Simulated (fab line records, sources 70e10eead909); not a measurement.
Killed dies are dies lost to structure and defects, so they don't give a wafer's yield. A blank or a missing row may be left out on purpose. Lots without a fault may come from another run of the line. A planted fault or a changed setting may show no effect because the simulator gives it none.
Chamber matching | flow nand_harc | NHARC_A_BONDPAD_ETCH_34 on rie_diel-06: 4 sister chambers
The step etches the open film in N2/H2, target depth 60 nm, overetch 18 nm, time 65.91 s. 4 wafers are shown with their chamber, then 7 later ones without.

WAFERS WITH THEIR CHAMBER
wafer  | chamber | drypump_motor_current_A (A)
L521.3 | 1       | 5.4
L523.4 | 3       | 5.4
L525.2 | 2       | 5.4
L525.3 | 0       | 5.9

WAFERS WITHOUT THEIR CHAMBER
wafer  | drypump_motor_current_A (A)
L525.5 | 5.4
L529.2 | 5.4
L529.3 | 5.4
L529.6 | 5.4
L542.4 | 5.9
L542.5 | 5.3
L542.6 | 5.9

WHICH CHAMBER EACH WENT THROUGH
wafer  | from the rows above          | in truth
L525.5 | can't be placed: 1 or 2 or 3 | 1
L529.2 | can't be placed: 1 or 2 or 3 | 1
L529.3 | can't be placed: 1 or 2 or 3 | 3
L529.6 | can't be placed: 1 or 2 or 3 | 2
L542.4 | 0                            | 0
L542.5 | can't be placed: 1 or 2 or 3 | 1
L542.6 | 0                            | 0
Placed correctly: 2 of 7. Can't be placed from these rows: 5 (the true chamber is among the candidates in 5). Placed wrongly: 0.
How it was worked out, from the rows above alone: a wafer's distance from a chamber is the root of the sum, over the readings, of the square of ((its reading less the chamber's mean) divided by the reading's scatter). The wafer belongs to the nearest chamber; if the next one is less than 2 further off, it can't be placed. A chamber's mean is the mean of its shown wafers. The scatter: with one shown wafer a chamber, the root of the mean of the squares of how far each hidden wafer lies from its nearest shown one.
